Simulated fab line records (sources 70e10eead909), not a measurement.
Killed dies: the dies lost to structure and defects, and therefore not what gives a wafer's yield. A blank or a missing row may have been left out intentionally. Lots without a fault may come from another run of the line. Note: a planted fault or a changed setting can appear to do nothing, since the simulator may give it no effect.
A lot that was struck, set against a sound lot :: flow nand harc :: 20 steps out of a route of 1302
Sound: these wafers, L249.4, L249.5, L249.6. Struck: wafer L258.1 (left out: L258.2, L258.6 of the same lot, which were not struck); the cause appears at the end.
Each step with rows lists, per side, the tool, then ch with its chambers, then its first start. Under that, the readings that differ: sound wafers :: struck wafers :: difference of the means :: sigmas: that difference in standard deviations of wafers without a fault.
alike: words and numbers the same on both sides, and readings whose means are apart by under 2 such deviations; not compared: readings that were withheld, readings missing a value for some wafer, numbers with overlapping values and no deviation given by the record, and bounds like >300 which may hide the same value.
The two part at a step that has a row with sigmas, a row that says differs or no value, or rows on one side only. Numbers that don't overlap but have no deviation are shown without sigmas and don't part them. A reading missing from all wafers of one side parts the sides only when that side holds two or more wafers.

NHARC_P_ZERO_WELL_CD_MEAS_37: the cd target is 720 nm.
  sound on cd sem-03 ch 0, day 2 10:11; struck on cd sem-03 ch 0, day 6 04:09
  alike: cd nm
then, 1 step without rows for these wafers: NHARC_P_ZERO_WELL_HARDBAKE_38 (time 80 s).
NHARC_P_ZERO_WELL_DESCUM_39: chemistry O2, time 3 s.
  sound on rie diel-05 ch 0,3, day 2 10:20; struck on rie diel-13 ch 1, day 6 04:19
reading: showerhead plenum p Torr (Torr)
sound: 1.77 1.77 1.95
struck: 1.99
difference: +0.16
sigmas: +2

reading: throttle valve pct (%)
sound: 11.316 11.288 11.311
struck: 11.327
difference: +0.022
sigmas: +2
  alike: drypump motor current A, oes product au, rf vpp V
  not compared: rf hours counter h
then, 9 steps without rows for these wafers: NHARC_P_ZERO_WELL_IMPLANT_40; NHARC_P_ZERO_WELL_IMPLANT_59; NHARC_P_ZERO_WELL_IMPLANT_60; NHARC_P_ZERO_WELL_STRIP_41 (strips in SPM, time 840 s); NHARC_P_ZERO_WELL_DEHYDRATE_44 (time 120 s); NHARC_P_ZERO_WELL_HMDS_45 (time 30 s); NHARC_P_ZERO_WELL_COAT_46; NHARC_P_ZERO_WELL_SOFTBAKE_47 (time 95 s); NHARC_P_ZERO_WELL_EBR_48.
NHARC_P_ZERO_WELL_EXPOSE_49: exposes mask P HVPW, target cd 2000 nm.
  sound on krf scanner-04 ch 0, day 2 11:40; struck on krf scanner-03 ch 0, day 6 05:38
  alike: mask, exposure dose mJ cm2
then, 2 steps without rows for these wafers: NHARC_P_ZERO_WELL_PEB_50 (peb time 85 s); NHARC_P_ZERO_WELL_DEVELOP_51 (time 70 s).
NHARC_P_ZERO_WELL_CD_MEAS_52: the cd target is 2000 nm.
  sound on cd sem-02 ch 0, day 2 11:49; struck on cd sem-02 ch 0, day 6 05:47
reading: cd nm (nm)
sound: 2000.9 1999.1 2000.4
struck: 2020.3
difference: +20.2
sigmas: +16
then, 1 step without rows for these wafers: NHARC_P_ZERO_WELL_HARDBAKE_53 (time 80 s).
NHARC_P_ZERO_WELL_DESCUM_54: chemistry O2, time 3 s.
  sound on rie diel-13 ch 0,3, day 2 11:58; struck on rie diel-13 ch 3, day 6 05:58
reading: model.P_ZERO_WELL.cd nm (nm)
sound: 2001 1999 2001
struck: 2021
difference: +21
sigmas: 
  alike: drypump motor current A, oes product au, rf vpp V, showerhead plenum p Torr, throttle valve pct
  not compared: rf hours counter h
following that, these wafers have no rows for 1 step: NHARC_P_ZERO_WELL_IMPLANT_55.
NHARC_END_SORT_01:
  the record has rows for the sound wafers here (prober-02 ch 0, day 25 01:49) and none for the struck ones

## WHERE THEY PART
Last at NHARC_END_SORT_01 as far as this record goes, first at NHARC_P_ZERO_WELL_DESCUM_39.

WHY: whatever the simulator had introduced
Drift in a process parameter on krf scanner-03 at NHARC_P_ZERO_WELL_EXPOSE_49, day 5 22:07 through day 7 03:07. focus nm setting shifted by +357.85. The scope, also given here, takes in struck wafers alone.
